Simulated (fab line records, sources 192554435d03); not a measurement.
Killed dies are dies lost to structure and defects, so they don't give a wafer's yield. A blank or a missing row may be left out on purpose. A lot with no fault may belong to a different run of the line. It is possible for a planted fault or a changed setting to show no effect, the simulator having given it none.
fab line records	flow n5-finfet
record: lots: 6	wafers: 18	last-day: 16
route steps=1938 shown PASSIVATION@1903
lots with no fault: from the same line, run without faults
start-h: start of the lot's first displayed wafer, in hours after the record's first day	wait-h: hours elapsed since this lot's preceding step	" unchanged from the row above	L1.1+2: a row that stands for several wafers	- value missing, or start not given	* or withheld: withheld	< > ~ a bound
route shown NAME@n: NAME is a module with steps in the file, n the number in the route of the first one	usual: average and standard deviation across the fault-free wafers	same: alike in all rows	chamber/n: place in a boat	sites: per-site readings	_std_site: standard deviation across them	_edge_site: mean of outer sites minus mean of inner sites	radius-mm: for every site, how far away it sits from the centre of the wafer	mask NAME#n: copy n	behind: tool/chamber where the wafer was last shaped	hold: why the lot went on hold/how many hours it stayed there/how the hold came to an end	device: which transistor (n, p or np) failed to switch	end of line: the route-end tests of the same wafers	where a step has no rows: the recipe by itself	killed: at the first sort, the dies lost to defects and structure; wafer yield is something else	map: a wafer's dies, marking killed ones x, the rest . and places with no die _
set.NAME: the setting the step ran with; set.NAME@STEP: the setting that earlier step ran with	model.NAME: the simulator's own value behind a step, which no gauge read
lots at some steps of the route; a table a step, a row a wafer
services: a tool's chamber out of use, with start hour (start-h, from the record's first day; less than 0 if before it), hours out, and reason
== steps ==
step: N5_PASSIVATION_DEVELOP_29
recipe: develop-time-s: 60	rinse-liquid: diw	dry: air-spin	dev-temp-c: 21
step: N5_PASSIVATION_HARDBAKE_31
recipe: temp-c: 130	time-s: 120
step: N5_PASSIVATION_CD_MEAS_30
recipe: target-cd-nm: 4000	landing-energy-ev: 500	detector: se-inlens	polarity: opening
usual: cd-nm: 4001.5/2
lot.wafer	tool	chamber	start-h	wait-h	cd-nm
L800.1	cd-sem-02	0	291.48	-	4000.0
L800.2	"	0	"	"	4003.4
L800.6	"	0	"	"	4003.8
L799.4	cd-sem-01	0	291.91	-	4000.5
L799.5	"	0	"	"	4001.3
L799.6	"	0	"	"	4000.7
L809.1	cd-sem-03	0	342.12	-	3998.1
L809.2	"	0	"	"	4001.8
L809.6	"	0	"	"	4003.7
L810.3	cd-sem-02	0	347.19	-	4002.7
L810.4	"	0	"	"	4002.3
L810.5	"	0	"	"	3998.9
L812.1	cd-sem-03	0	371.69	-	4001.6
L812.2	"	0	"	"	3998.3
L812.6	"	0	"	"	3999.2
L815.2	cd-sem-02	0	388.37	-	4001.2
L815.3	"	0	"	"	4002.0
L815.6	"	0	"	"	4002.6
step: N5_PASSIVATION_OVL_MEAS_63
recipe: points-per-wafer: 44
usual: PAD_OVL: 0/5.4
same: points-per-wafer: 44
lot.wafer	tool	chamber	start-h	wait-h	PAD_OVL[nm]
L800.1	overlay-01	0	291.51	0.0	-4
L800.2	"	0	"	"	5
L800.6	"	0	"	"	6
L799.4	overlay-01	0	291.94	0.0	4
L799.5	"	0	"	"	6
L799.6	"	0	"	"	8
L809.1	overlay-02	0	342.15	0.0	0
L809.2	"	0	"	"	3
L809.6	"	0	"	"	1
L810.3	overlay-02	0	347.22	0.0	6
L810.4	"	0	"	"	1
L810.5	"	0	"	"	-2
L812.1	overlay-02	0	371.72	0.0	1
L812.2	"	0	"	"	-2
L812.6	"	0	"	"	4
L815.2	overlay-01	0	388.40	0.0	7
L815.3	"	0	"	"	12
L815.6	"	0	"	"	17
step: N5_PASSIVATION_INSPECT_64
recipe: mode: adi	inspect-instrument: macro
usual: raw-defect-count: 2.0/1.4
lot.wafer	tool	chamber	start-h	wait-h	raw-defect-count
L800.1	defect-inspect-02	-	291.54	0.0	4
L800.2	"	-	"	"	0
L800.6	"	-	"	"	0
L799.4	defect-inspect-01	-	291.96	0.0	2
L799.5	"	-	"	"	5
L799.6	"	-	"	"	5
L809.1	defect-inspect-01	-	342.17	0.0	5
L809.2	"	-	"	"	3
L809.6	"	-	"	"	3
L810.3	defect-inspect-01	-	347.24	0.0	1
L810.4	"	-	"	"	5
L810.5	"	-	"	"	1
L812.1	defect-inspect-02	-	371.74	0.0	3
L812.2	"	-	"	"	1
L812.6	"	-	"	"	4
L815.2	defect-inspect-01	-	388.43	0.0	0
L815.3	"	-	"	"	1
L815.6	"	-	"	"	0
step: N5_PASSIVATION_DESCUM_32
recipe: chemistry: O2	time-s: 7.9	source-power-w: 50	bias-power-w: 20	pressure-mtorr: 20	rf-frequency-hz: 2.712e+07	temp-c: 40	o2-flow-sccm: 225
usual: drypump-motor-current-A: 5.6/0.52	oes-product-au: 0.79/0.082	rf-vpp-V: 243.2/1.7	showerhead-plenum-p-Torr: 2.09/0.084	throttle-valve-pct: 20.47/0.24
lot.wafer	tool	chamber	start-h	wait-h	drypump-motor-current-A	oes-product-au	rf-hours-counter-h	rf-vpp-V	showerhead-plenum-p-Torr	throttle-valve-pct
L800.1	rie-diel-05	2	291.57	0.0	5.4	0.82	92	245.4	2.20	20.28
L800.2	"	1	"	"	5.1	0.83	82	242.0	2.01	20.21
L800.6	"	0	"	"	5.9	0.73	-	244.7	2.18	20.73
L799.4	rie-diel-05	3	291.99	0.0	6.4	0.93	15	245.3	2.23	20.13
L799.5	"	2	"	"	5.4	0.81	-	246.1	2.20	20.26
L799.6	"	1	"	"	5.1	0.83	-	241.7	2.01	20.24
L809.1	rie-diel-05	1	342.21	0.0	5.1	0.80	99	241.9	2.01	20.24
L809.2	"	3	"	"	6.4	0.88	33	244.7	2.22	20.16
L809.6	"	2	"	"	5.4	0.79	-	244.7	2.20	20.28
L810.3	rie-diel-04	1	347.27	0.0	5.9	0.71	241	241.5	1.97	20.31
L810.4	"	3	"	"	5.1	0.72	184	241.4	2.07	20.65
L810.5	"	1	"	"	5.8	0.71	-	241.0	1.97	20.32
L812.1	rie-diel-04	0	371.78	0.0	5.8	0.91	23	244.2	2.12	20.11
L812.2	"	3	"	"	5.1	0.71	192	243.8	2.07	20.67
L812.6	"	0	"	"	5.8	0.91	-	244.5	2.12	20.10
L815.2	rie-diel-05	3	388.46	0.0	6.4	0.87	47	246.2	2.21	20.20
L815.3	"	2	"	"	5.4	0.78	122	244.5	2.19	20.30
L815.6	"	2	"	"	5.4	0.79	-	243.6	2.19	20.31
step: N5_PASSIVATION_AL_ETCH_33
recipe: chemistry: Cl2/BCl3	target-depth-a: 28000	over-etch-frac: 0.15	Cl2_flow_sccm: 180	bcl3-flow-sccm: 60	target: Al	stop-on: TaN	time-s: 466.7	ion-energy-ev: 100	pressure-mtorr: 10	icp-w: 900	bias-w: 100
usual: drypump-motor-current-A: 5.38/0.28	oes-product-au: 0.72/0.078	throttle-valve-pct: 34.28/0.22
lot.wafer	tool	chamber	start-h	wait-h	drypump-motor-current-A	oes-product-au	rf-hours-counter-h	throttle-valve-pct
L800.1	rie-metal-01	0	291.67	0.1	5.21	0.79	15	34.35
L800.2	"	1	"	"	5.50	0.79	12	33.93
L800.6	"	0	"	"	5.22	0.79	-	34.34
L799.4	rie-metal-03	0	292.21	0.2	5.57	0.59	-	34.61
L799.5	"	1	"	"	5.63	0.62	-	34.42
L799.6	"	0	"	"	5.54	0.58	-	34.63
L809.1	rie-metal-01	0	342.29	0.1	5.21	0.76	21	34.35
L809.2	"	1	"	"	5.48	0.77	17	33.96
L809.6	"	0	"	"	5.22	0.77	-	34.34
L810.3	rie-metal-03	1	347.63	0.3	5.58	0.60	-	34.50
L810.4	"	1	"	"	5.57	0.62	-	34.45
L810.5	"	1	"	"	5.64	0.61	-	34.45
L812.1	rie-metal-02	1	371.87	0.1	6.01	0.87	2	33.94
L812.2	"	0	"	"	5.04	0.67	56	34.43
L812.6	"	1	"	"	6.01	0.87	-	33.90
L815.2	rie-metal-01	1	388.55	0.1	5.47	0.75	23	33.96
L815.3	"	1	"	"	5.46	0.76	-	33.92
L815.6	"	0	"	"	5.24	0.76	-	34.34
step: N5_PASSIVATION_ETCH_59
recipe: chemistry: Cl2/BCl3	target: TaN	target-depth-a: 650	time-s: 34.9	ion-energy-ev: 100	pressure-mtorr: 10	icp-w: 900	bias-w: 100	Cl2_flow_sccm: 60	bcl3-flow-sccm: 30
usual: drypump-motor-current-A: 5.38/0.27	oes-product-au: 0.80/0.079	throttle-valve-pct: 21.15/0.17
lot.wafer	tool	chamber	start-h	wait-h	drypump-motor-current-A	oes-product-au	rf-hours-counter-h	throttle-valve-pct
L800.1	rie-metal-01	0	292.07	0.3	5.21	0.86	16	21.16
L800.2	"	1	"	"	5.47	0.87	12	20.92
L800.6	"	0	"	"	5.23	0.86	-	21.14
L799.4	rie-metal-03	0	292.51	0.2	5.58	0.68	-	21.49
L799.5	"	1	"	"	5.58	0.70	-	21.32
L799.6	"	0	"	"	5.57	0.68	-	21.48
L809.1	rie-metal-01	0	342.69	0.3	5.19	0.84	21	21.14
L809.2	"	1	"	"	5.47	0.85	18	20.91
L809.6	"	0	"	"	5.20	0.83	-	21.15
L810.3	rie-metal-03	1	348.23	0.5	5.60	0.70	-	21.34
L810.4	"	1	"	"	5.56	0.70	-	21.34
L810.5	"	1	"	"	5.59	0.69	-	21.35
L812.1	rie-metal-02	1	372.27	0.3	6.01	0.96	2	20.81
L812.2	"	0	"	"	5.02	0.76	56	21.26
L812.6	"	1	"	"	6.00	0.97	-	20.82
L815.2	rie-metal-01	1	388.95	0.3	5.49	0.84	23	20.93
L815.3	"	1	"	"	5.49	0.84	-	20.95
L815.6	"	0	"	"	5.18	0.80	-	21.19
step: N5_PASSIVATION_STRIP_34
recipe: chemistry: O2	power-w: 600	temp-c: 60	pressure-mtorr: 30	rf-frequency-hz: 6e+07	bias-power-w: 0	overash-fraction: 2	o2-flow-sccm: 225
usual: drypump-motor-current-A: 5.4/0.51	oes-product-au: 0.78/0.084	rf-vpp-V: 3.8/1.3	showerhead-plenum-p-Torr: 2.10/0.091	throttle-valve-pct: 16.75/0.23
lot.wafer	tool	chamber	start-h	wait-h	drypump-motor-current-A	oes-product-au	rf-hours-counter-h	rf-vpp-V	showerhead-plenum-p-Torr	throttle-valve-pct
L800.1	rie-diel-06	0	292.18	0.1	4.8	0.73	198	4.6	1.99	16.73
L800.2	"	3	"	"	4.9	0.89	42	5.2	2.23	16.64
L800.6	"	2	"	"	5.3	0.70	-	2.7	2.07	16.98
L799.4	rie-diel-04	1	292.62	0.1	5.8	0.73	-	4.4	1.98	16.62
L799.5	"	2	"	"	6.3	0.81	-	4.0	2.04	16.92
L799.6	"	3	"	"	5.1	0.72	-	5.0	2.08	16.85
L809.1	rie-diel-06	0	342.88	0.2	4.8	0.69	217	3.9	1.98	16.74
L809.2	"	3	"	"	4.8	0.85	62	2.9	2.22	16.66
L809.6	"	3	"	"	4.9	0.85	-	2.7	2.22	16.74
L810.3	rie-diel-05	1	348.37	0.1	5.2	0.82	101	4.5	2.01	16.54
L810.4	"	3	"	"	6.4	0.88	35	4.8	2.22	16.35
L810.5	"	0	"	"	5.9	0.73	-	4.6	2.17	17.02
L812.1	rie-diel-05	1	372.49	0.2	5.1	0.81	105	4.0	2.01	16.54
L812.2	"	0	"	"	5.8	0.70	187	5.1	2.17	17.04
L812.6	"	2	"	"	5.4	0.78	-	6.5	2.20	16.50
L815.2	rie-diel-05	3	389.06	0.1	6.4	0.87	47	0.8	2.22	16.40
L815.3	"	0	"	"	5.8	0.72	194	2.8	2.17	17.03
L815.6	"	0	"	"	5.9	0.72	-	5.9	2.17	17.02
step: N5_PASSIVATION_STRIP_51
recipe: chemistry: post-etch-residue-remover	time-s: 1200	temp-c: 72.5
step: N5_PASSIVATION_CLEAN_69
recipe: chemistry: IPA	time-s: 180	temp-c: 25
step: N5_PASSIVATION_SRD_70
recipe: dry: ipa-marangoni	time-s: 30	temp-c: 23	rinse-liquid: diw
step: N5_PASSIVATION_PECVD_53
recipe: material: SiO2	target-thk-a: 8000	temp-c: 400	precursor: TEOS/O2	pressure-torr: 6.5	rf-w: withheld	teos-flow-sccm: withheld	gas: O2	flow-sccm: 2650	time-s: 169.4
lot.wafer	tool	chamber	start-h	wait-h
L800.1+2+6	pecvd-04	1,0,1	292.72	0.1
L799.4+5+6	pecvd-04	0,1,2	295.61	0.1
L809.1+2+6	pecvd-04	2,0,1	343.38	0.0
L810.3+4+5	pecvd-04	2,1,0	348.87	0.0
L812.1+2+6	pecvd-02	0,1,2	372.99	0.0
L815.2+3+6	pecvd-01	0,2,2	389.57	0.0
step: N5_PASSIVATION_PECVD_35
recipe: material: SiNx	target-thk-a: 7000	temp-c: 400	precursor: SiH4/NH3/N2	pressure-torr: 4.9	rf-w: 1406	time-s: 151.3
step: N5_PASSIVATION_HMDS_37
recipe: time-s: 60	temp-c: 120
step: N5_PASSIVATION_COAT_38
recipe: spin-rpm: 3000	resist-thk-nm: withheld
step: N5_PASSIVATION_EBR_40
recipe: solvent: PGMEA	ebr-width-mm: 1.5
step: N5_PASSIVATION_SOFTBAKE_39
recipe: temp-c: 110	time-s: 120
step: N5_PASSIVATION_EXPOSE_41
recipe: mask-id: PASS_OPEN	na: 0.55	defocus-nm: 0	source-shape: conventional	sigma-outer: 0.8	polarization: unpolarized	target-cd-nm: 40000	dose-mj: 57.25
step: N5_PASSIVATION_PEB_42
recipe: peb-temp-c: withheld	peb-time-s: *
step: N5_PASSIVATION_DEVELOP_43
recipe: develop-time-s: 60	rinse-liquid: diw	dry: air-spin	dev-temp-c: 21
step: N5_PASSIVATION_HARDBAKE_45
recipe: temp-c: 130	time-s: 120
step: N5_PASSIVATION_CD_MEAS_44
recipe: target-cd-nm: 40000	landing-energy-ev: 500	detector: se-inlens
usual: cd-nm: 39999/4.3
lot.wafer	tool	chamber	start-h	wait-h	cd-nm
L800.1	cd-sem-02	0	293.26	-	40005
L800.2	"	0	"	"	40003
L800.6	"	0	"	"	39996
L799.4	cd-sem-03	0	296.22	-	39997
L799.5	"	0	"	"	40001
L799.6	"	0	"	"	40003
L809.1	cd-sem-02	0	343.92	-	40007
L809.2	"	0	"	"	40004
L809.6	"	0	"	"	39998
L810.3	cd-sem-01	0	349.56	-	40003
L810.4	"	0	"	"	40006
L810.5	"	0	"	"	40005
L812.1	cd-sem-03	0	373.71	-	39994
L812.2	"	0	"	"	39998
L812.6	"	0	"	"	39994
L815.2	cd-sem-03	0	390.23	-	39999
L815.3	"	0	"	"	39999
L815.6	"	0	"	"	39994
step: N5_PASSIVATION_OVL_MEAS_66
recipe: points-per-wafer: 44
usual: PASS_OPEN_OVL: 1/4.4
same: points-per-wafer: 44
lot.wafer	tool	chamber	start-h	wait-h	PASS_OPEN_OVL[nm]
L800.1	overlay-01	0	293.29	0.0	-6
L800.2	"	0	"	"	-5
L800.6	"	0	"	"	-7
L799.4	overlay-02	0	296.25	0.0	-1
L799.5	"	0	"	"	6
L799.6	"	0	"	"	1
L809.1	overlay-01	0	343.95	0.0	-3
L809.2	"	0	"	"	0
L809.6	"	0	"	"	-1
L810.3	overlay-01	0	349.59	0.0	2
L810.4	"	0	"	"	3
L810.5	"	0	"	"	4
L812.1	overlay-02	0	373.74	0.0	2
L812.2	"	0	"	"	2
L812.6	"	0	"	"	0
L815.2	overlay-01	0	390.26	0.0	-1
L815.3	"	0	"	"	-1
L815.6	"	0	"	"	-7
step: N5_PASSIVATION_INSPECT_67
recipe: mode: adi	inspect-instrument: macro
usual: raw-defect-count: 1.9/1.4
lot.wafer	tool	chamber	start-h	wait-h	raw-defect-count
L800.1	defect-inspect-01	-	293.32	0.0	4
L800.2	"	-	"	"	1
L800.6	"	-	"	"	2
L799.4	defect-inspect-01	-	296.28	0.0	4
L799.5	"	-	"	"	0
L799.6	"	-	"	"	2
L809.1	defect-inspect-01	-	343.98	0.0	>300
L809.2	"	-	"	"	4
L809.6	"	-	"	"	2
L810.3	defect-inspect-02	-	349.61	0.0	>300
L810.4	"	-	"	"	0
L810.5	"	-	"	"	1
L812.1	defect-inspect-02	-	373.76	0.0	1
L812.2	"	-	"	"	3
L812.6	"	-	"	"	1
L815.2	defect-inspect-02	-	390.28	0.0	0
L815.3	"	-	"	"	2
L815.6	"	-	"	"	0
step: N5_PASSIVATION_DESCUM_46
recipe: chemistry: O2	time-s: 7.9	source-power-w: 50	bias-power-w: 20	pressure-mtorr: 20	rf-frequency-hz: 2.712e+07	temp-c: 40	o2-flow-sccm: 225
usual: drypump-motor-current-A: 5.5/0.51	oes-product-au: 0.78/0.083	rf-vpp-V: 243.3/1.6	showerhead-plenum-p-Torr: 2.10/0.088	throttle-valve-pct: 20.50/0.23
lot.wafer	tool	chamber	start-h	wait-h	drypump-motor-current-A	oes-product-au	rf-hours-counter-h	rf-vpp-V	showerhead-plenum-p-Torr	throttle-valve-pct
L800.1	rie-diel-04	3	293.35	0.0	5.0	0.73	166	243.5	2.08	20.60
L800.2	"	1	"	"	5.8	0.72	219	241.1	1.98	20.29
L800.6	"	1	"	"	5.8	0.72	-	242.1	1.98	20.31
L799.4	rie-diel-05	3	296.31	0.0	6.4	0.92	17	246.0	2.23	20.13
L799.5	"	0	"	"	5.9	0.73	-	244.2	2.18	20.75
L799.6	"	1	"	"	5.1	0.82	-	241.0	2.01	20.22
L809.1	rie-diel-04	2	344.03	0.0	6.3	0.80	114	242.6	2.03	20.78
L809.2	"	3	"	"	5.1	0.71	182	243.8	2.07	20.62
L809.6	"	3	"	"	5.1	0.71	-	244.0	2.07	20.63
L810.3	rie-diel-05	2	349.64	0.0	5.4	0.79	112	246.1	2.19	20.30
L810.4	"	3	"	"	6.4	0.89	36	243.8	2.22	20.16
L810.5	"	0	"	"	5.9	0.71	-	243.9	2.17	20.78
L812.1	rie-diel-06	3	373.80	0.0	4.9	0.84	73	244.9	2.21	20.51
L812.2	"	1	"	"	5.6	0.68	252	242.1	2.06	20.88
L812.6	"	1	"	"	5.6	0.69	-	242.0	2.06	20.90
L815.2	rie-diel-05	0	390.70	0.4	5.9	0.71	195	245.2	2.16	20.79
L815.3	"	3	"	"	6.4	0.87	48	244.8	2.21	20.18
L815.6	"	3	"	"	6.4	0.87	-	245.1	2.21	20.17
step: N5_PASSIVATION_PROBE_49
usual: defect-limited-yield: 91.3/1.5	killed_at_M0_to_M3: 35/10	killed_at_M4_up: 12/4.6	killed-at-contacts: 13/6.6	killed-at-front-end: 39/11	killed-at-other: 4/3.4	killed-dies: 103/17	killed-open: 67/13	killed-short: 35/8.2	sort_bin_5_function: 5.1/0.94	sort_bin_6_memory: 3.2/0.7	sort_bin_8_speed: 0.00/0.03	sort-n-pass: 1077/17	sort-yield-pct: 91.3/1.5
same: gross-dies: 1180	killed-at-back-side: 0	sort_bin_4_leakage[%]: 0
lot.wafer	tool	chamber	start-h	wait-h	defect-limited-yield[%]	killed_at_M0_to_M3	killed_at_M4_up	killed-at-contacts	killed-at-front-end	killed-at-other	killed-dies	killed-open	killed-short	sort_bin_5_function[%]	sort_bin_6_memory[%]	sort_bin_8_speed[%]	sort-n-pass	sort-yield-pct[%]
L800.1	prober-01	-	296.80	0.0	89.7	51	14	11	43	3	122	80	42	6.3	4.0	0	1058	89.7
L800.2	prober-01	-	296.85	0.1	91.4	33	11	8	42	7	101	58	42	5.2	3.1	0	1079	91.4
L800.6	prober-01	-	297.05	0.3	88.6	43	14	16	52	10	135	82	51	7.1	4.0	0	1045	88.6
L799.4	prober-02	-	300.43	0.2	92.1	43	8	5	36	1	93	59	34	4.7	2.8	0	1087	92.1
L799.5	prober-02	-	300.48	0.2	89.8	45	9	21	44	1	120	88	31	6.4	3.5	0	1060	89.8
L799.6	prober-02	-	300.53	0.3	91.7	36	15	16	28	3	98	66	30	4.7	3.5	0	1082	91.7
L809.1	prober-02	-	347.07	0.0	80.5	47	16	10	37	120	230	75	35	12.5	4.9	0	950	80.5
L810.3	prober-02	-	352.80	0.1	83.4	25	4	14	35	118	196	54	31	11.4	3.6	0	984	83.4
L812.1	prober-01	-	376.85	0.0	89.8	21	15	28	47	9	120	81	39	6.1	3.7	0	1060	89.8
L812.2	prober-01	-	376.90	0.1	91.4	25	12	22	30	12	101	73	27	4.8	3.6	0	1079	91.4
L812.6	prober-01	-	377.10	0.3	89.0	43	11	24	44	8	130	81	48	6.2	4.5	0	1050	89.0
L815.2	prober-02	-	393.80	0.1	89.6	56	7	10	49	1	123	79	36	6.4	3.2	0	1057	89.6
L815.3	prober-02	-	393.85	0.1	90.3	57	13	9	35	1	115	74	36	6.3	2.9	0	1065	90.3
L815.6	prober-02	-	394.00	0.3	90.0	39	17	9	51	2	118	75	33	6.5	2.5	0	1062	90.0
killed by level:class
L800.1 STI_FIN_REVEAL:geometric-particle:open=18 FIN_SAQP:geometric-particle:short=13 BEOL_M1:geometric-particle:open=9 BEOL_M0_SAQP:geometric-particle:open=9 BEOL_M2:geometric-particle:open=9 MOL_CONTACT_COAG:geometric-particle:open=8 BEOL_M0_SAQP:geometric-particle:short=7 FIN_SAQP:geometric-particle:open=6
L800.2 STI_FIN_REVEAL:geometric-particle:open=16 BEOL_M0_SAQP:geometric-particle:short=7 BEOL_M1:geometric-particle:open=7 FIN_SAQP:geometric-particle:short=6 BEOL_M0_SAQP:geometric-particle:open=6 MOL_CONTACT_COAG:geometric-particle:open=5 BEOL_M2:geometric-particle:open=5 BEOL_M1:geometric-particle:short=4
L800.6 BEOL_M0_SAQP:geometric-particle:short=17 FIN_SAQP:geometric-particle:short=16 MOL_CONTACT_COAG:geometric-particle:open=14 STI_FIN_REVEAL:geometric-particle:open=12 BEOL_M0_SAQP:geometric-particle:open=10 FIN_SAQP:geometric-particle:open=8 MIM_TOP:geometric-particle:open=8 BEOL_M1:geometric-particle:open=7
L799.4 FIN_SAQP:geometric-particle:open=13 BEOL_M3:geometric-particle:open=10 BEOL_M1:geometric-particle:open=9 GATE_CUT:geometric-particle:short=6 BEOL_M0_SAQP:geometric-particle:short=6 BEOL_M1:geometric-particle:short=5 BEOL_M2:geometric-particle:open=5 BEOL_M3:geometric-particle:short=5
L799.5 MOL_CONTACT_COAG:geometric-particle:open=18 BEOL_M1:geometric-particle:open=15 FIN_SAQP:geometric-particle:open=13 STI_FIN_REVEAL:geometric-particle:open=12 BEOL_M2:geometric-particle:open=8 GATE_CUT:geometric-particle:open=5 BEOL_M0_SAQP:geometric-particle:short=5 BEOL_M3:geometric-particle:open=5
L799.6 MOL_CONTACT_COAG:geometric-particle:open=13 BEOL_M0_SAQP:geometric-particle:open=9 BEOL_M2:geometric-particle:open=8 BEOL_M0_SAQP:geometric-particle:short=7 FIN_SAQP:geometric-particle:short=6 FIN_SAQP:geometric-particle:open=4 STI_FIN_REVEAL:geometric-particle:open=4 STARTING-WAFER:geometric-particle:open=4
L809.1 PASSIVATION:unspecified=119 BEOL_M2:geometric-particle:open=12 BEOL_M0_SAQP:geometric-particle:short=11 FIN_SAQP:geometric-particle:open=8 BEOL_M0_SAQP:geometric-particle:open=8 MOL_CONTACT_COAG:geometric-particle:open=8 DUMMY_GATE:geometric-particle:open=6 FIN_SAQP:geometric-particle:short=5
L810.3 PASSIVATION:unspecified=111 FIN_SAQP:geometric-particle:short=14 MOL_CONTACT_COAG:geometric-particle:open=13 FIN_SAQP:geometric-particle:open=9 BEOL_M2:geometric-particle:open=8 DUMMY_GATE:geometric-particle:open=6 BEOL_M0_SAQP:geometric-particle:short=5 MIM_TOP_ETCH:geometric-particle:open=4
L812.1 MOL_CONTACT_COAG:geometric-particle:open=25 FIN_SAQP:geometric-particle:short=11 STI_FIN_REVEAL:geometric-particle:open=7 GATE_CUT:geometric-particle:short=7 FIN_SAQP:geometric-particle:open=6 DUMMY_GATE:geometric-particle:short=4 BEOL_M2:geometric-particle:open=4 BEOL_M0_SAQP:geometric-particle:open=4
L812.2 MOL_CONTACT_COAG:geometric-particle:open=19 FIN_SAQP:geometric-particle:short=7 FIN_SAQP:geometric-particle:open=6 BEOL_M0_SAQP:geometric-particle:open=6 BEOL_M1:geometric-particle:open=6 MIM_TOP_ETCH:geometric-particle:open=5 STI_FIN_REVEAL:geometric-particle:open=4 MIM_TOP_ETCH:geometric-particle:short=4
L812.6 MOL_CONTACT_COAG:geometric-particle:open=21 FIN_SAQP:geometric-particle:short=16 BEOL_M1:geometric-particle:open=13 BEOL_M0_SAQP:geometric-particle:open=8 GATE_CUT:geometric-particle:short=7 BEOL_M0_SAQP:geometric-particle:short=7 ILD0:geometric-particle:short=5 ILD0:geometric-particle:open=5
L815.2 BEOL_M0_SAQP:geometric-particle:open=12 BEOL_M2:geometric-particle:open=12 MOL_CONTACT_COAG:geometric-particle:open=9 BEOL_M0_SAQP:geometric-particle:short=9 FIN_SAQP:geometric-particle:short=7 BEOL_M1:geometric-particle:open=7 BEOL_M3:geometric-particle:open=7 HKMG_FIN:area-etch=7
L815.3 BEOL_M3:geometric-particle:open=19 BEOL_M0_SAQP:geometric-particle:open=14 BEOL_M0_SAQP:geometric-particle:short=8 FIN_SAQP:geometric-particle:short=6 MOL_CONTACT_COAG:geometric-particle:open=6 FIN_SAQP:geometric-particle:open=5 DUMMY_GATE:geometric-particle:open=5 GATE_CUT:geometric-particle:short=5
L815.6 BEOL_M2:geometric-particle:open=9 MOL_CONTACT_COAG:geometric-particle:open=9 HKMG_FIN:area-etch=9 BEOL_M0_SAQP:geometric-particle:open=7 STARTING-WAFER:geometric-particle:open=7 FIN_SAQP:geometric-particle:short=6 BEOL_M0_SAQP:geometric-particle:short=6 BEOL_M1:geometric-particle:open=6
map L809.1 (x killed, . not)
_________________....x.x.....________________
______________.................._____________
___________x...x.............x.x...__________
__________x.x.....x................._________
________.......x.........x......xx...._______
_______...........x..x.....xxx.x....x..______
______......x...............x..........._____
_____x........x...x.....x...............x____
____........x......x..........x.........x.___
___x....x...........x..x.xxx...xx.......x..__
___........x....x.......xxxxxxxxx.......x..__
__......x.....x......xxxxxxxxxxxx.x.......x._
__......xx............xxxxxxxxxx...x......x._
_.x.....x.............xx.xxxxxxx...xx........
_...x...............xxxxxxxxxxxxx.xxx........
_x...................xxxxxxxxxxxx............
_.......x.......x...xx.xxxxxxxxxxx.x.......x.
_.....................xxxxxxxxxxxxx.x........
_...x.................xxxxxxxxx..x...........
_....................x.xxxxxx..x.x......x....
_...........x.............x.x...........x....
__.x....................xxx.x.........x...x._
__......x........x.....x............x.....x._
___..........x.x.....x...x....x............__
___.....xx.....x.x.xx................x.....__
____xx...x....x.x.........................___
_____................x.....x............x____
______......x................x......x..._____
_______.x.................xx...........______
________.............x.......x..x.x..._______
__________......x...........x......._________
___________.........x..............__________
______________....x............._____________
_________________.........xx.________________
map L810.3 (x killed, . not)
_________________...x.x....x.________________
______________.................._____________
___________...x.................x..__________
__________...x......................_________
________.............x.........xx....._______
_______............x...................______
______..............x.........x........x_____
_____..x..x.............x.x.......x......____
____..........x.............x.............___
___x.......................x.xxx.........x.__
___....................xxxxx.xx......x.....__
__....................xxxxxxxxx....x........_
__.x.x...........x....xxxxxxxxxxx..x........_
_.................x...xxxxxxxxxxx.........x..
_...........x....x....xxxxxxxxxxx.xx.........
_.............x.....xxxxxxxxxxxxxx..x........
_...x.x.....x........xxxxxxxxxx...xx.........
_..........xx.........x.xxxxxxxxx.......x....
_...x..xx..............xxxxxxxx.xx.x....x....
_.....................x...x.xxx...........x..
_........x......xx........xx..x..x........x.x
__..x...x.....................xx.x.........._
__....x..............xx.....x..x..........x._
___............x...........x.x........xx...__
___...................xx...................__
____........x........................x....___
_____x..........x.....x..............x...____
______............................x....._____
_______...........................x...x______
________.....x....x..................._______
__________...........x.............._________
___________..........x..x.........x__________
______________x.......x........._____________
_________________............________________
== services ==
tool	chamber	start-h	hours	kind
pecvd-01	0	274.91	19.8	repair
rie-diel-04	0	292.44	-	clean
rie-diel-04	0	292.44	-	consumable-replace:focus-ring
rie-diel-04	0	292.44	17.5	scheduled-down
rie-diel-04	0	292.44	17.5	vent-cycle
pecvd-04	1	311.01	5.5	scheduled-down
pecvd-02	-	316.90	14.6	pm
rie-diel-04	3	323.85	12.5	repair
pecvd-04	-	324.94	0.9	repair
rie-diel-04	2	328.65	1.8	repair
rie-diel-06	1	330.77	13.6	repair
rie-metal-03	0	336.11	-	clean
rie-metal-03	0	336.11	22.8	scheduled-down
rie-metal-03	1	337.15	8.3	repair
pecvd-01	-	339.16	6.0	pm
rie-metal-02	1	340.07	5.2	repair
rie-diel-05	-	352.93	2.8	pm
rie-diel-05	-	366.99	4.3	pm
rie-diel-04	1	371.55	-	clean
rie-diel-04	1	371.55	-	consumable-replace:focus-ring
rie-diel-04	1	371.55	-	consumable-replace:showerhead
rie-diel-04	1	371.55	22.0	scheduled-down
rie-diel-04	1	371.55	22.0	vent-cycle
rie-diel-06	1	386.04	1.5	repair
== key ==
first-sign: step: N5_PASSIVATION_INSPECT_67	reading: raw-defect-count	direction: up	sigmas: 99+	usual: 1.9	struck: >300
effect: step: N5_PASSIVATION_PROBE_49	reading: killed-at-other	direction: up	sigmas: 34	usual: 4	struck: 119
more-kills-born-at: N5_PASSIVATION_PECVD_53@pecvd-04: 230
met-at N5_PASSIVATION_PECVD_53
struck-wafers L809.1,L810.3
onset-between 295.61 343.38
fault: kind: chamber-particle-source	tool: pecvd-04	chamber: 2	onset-h: 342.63	steps: N5_PASSIVATION_PECVD_53	rate-per-visit-cm2: 0.62978	end-h: 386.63
